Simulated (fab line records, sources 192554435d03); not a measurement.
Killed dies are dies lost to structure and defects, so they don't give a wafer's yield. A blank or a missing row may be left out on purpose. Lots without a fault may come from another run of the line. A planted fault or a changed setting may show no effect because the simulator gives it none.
Chamber matching | flow n5_finfet | N5_BEOL_M7_ETCH_62 on rie_diel-05: 4 sister chambers
The step etches SOC in N2/H2, target depth 110 nm, overetch 22 nm, time 165 s. 20 wafers are shown with their chamber, then 10 later ones without.

WAFERS WITH THEIR CHAMBER
wafer  | chamber | drypump_motor_current_A (A) | showerhead_plenum_p_Torr (Torr) | throttle_valve_pct (%)
L076.1 | 2       | 5.2                         | 2.54                            | 17.76
L076.3 | 1       | 5.8                         | 2.43                            | 18.12
L076.4 | 3       | 6.3                         | 2.55                            | 18.16
L077.2 | 0       | 5.7                         | 2.67                            | 17.60
L077.3 | 1       | 5.8                         | 2.43                            | 18.12
L077.6 | 1       | 5.8                         | 2.43                            | 18.12
L078.1 | 2       | 5.2                         | 2.53                            | 17.78
L078.2 | 1       | 5.8                         | 2.43                            | 18.13
L078.5 | 0       | 5.7                         | 2.67                            | 17.59
L080.1 | 1       | 5.8                         | 2.43                            | 18.13
L080.2 | 3       | 6.3                         | 2.54                            | 18.17
L080.6 | 0       | 5.7                         | 2.67                            | 17.59
L083.4 | 3       | 6.3                         | 2.54                            | 18.18
L083.5 | 2       | 5.2                         | 2.53                            | 17.81
L083.6 | 1       | 5.7                         | 2.43                            | 18.16
L085.1 | 0       | 5.7                         | 2.66                            | 17.62
L085.3 | 3       | 6.3                         | 2.54                            | 18.19
L085.6 | 1       | 5.8                         | 2.43                            | 18.14
L086.2 | 1       | 5.8                         | 2.43                            | 18.15
L086.4 | 3       | 6.3                         | 2.54                            | 18.20

SIGNATURES (means of the wafers above)
reading                  | chamber 0 | chamber 1 | chamber 2 | chamber 3 | scatter within a chamber
drypump_motor_current_A  | 5.700     | 5.787     | 5.200     | 6.300     | 0.0234
showerhead_plenum_p_Torr | 2.6675    | 2.4300    | 2.5333    | 2.5420    | 0.00372
throttle_valve_pct       | 17.6000   | 18.1337   | 17.7833   | 18.1800   | 0.0167
Rule: a wafer's distance from a chamber is the root of the sum, over the readings, of the square of ((its reading less the chamber's mean) divided by the reading's scatter). The wafer belongs to the nearest chamber; if the next one is less than 2 further off, it can't be placed. The scatter: the root of (the sum of the squares of (reading less its chamber's mean) over the shown wafers, divided by (wafers less chambers)).

WAFERS WITHOUT THEIR CHAMBER
wafer  | drypump_motor_current_A (A) | showerhead_plenum_p_Torr (Torr) | throttle_valve_pct (%)
L086.6 | 6.3                         | 2.54                            | 18.19
L090.2 | 5.8                         | 2.42                            | 18.18
L090.5 | 5.2                         | 2.53                            | 17.81
L090.6 | 6.3                         | 2.53                            | 18.20
L094.2 | 6.3                         | 2.53                            | 18.24
L094.3 | 5.8                         | 2.42                            | 18.19
L094.5 | 6.3                         | 2.53                            | 18.21
L097.1 | 5.7                         | 2.66                            | 17.65
L097.3 | 6.3                         | 2.53                            | 18.24
L097.4 | 5.2                         | 2.52                            | 17.83

WHICH CHAMBER EACH WENT THROUGH
wafer  | from the rows above | in truth
L086.6 | 3                   | 3
L090.2 | 1                   | 1
L090.5 | 2                   | 2
L090.6 | 3                   | 3
L094.2 | 3                   | 3
L094.3 | 1                   | 1
L094.5 | 3                   | 3
L097.1 | 0                   | 0
L097.3 | 3                   | 3
L097.4 | 2                   | 2
Placed correctly: 10 of 10. Can't be placed from these rows: 0. Placed wrongly: 0.
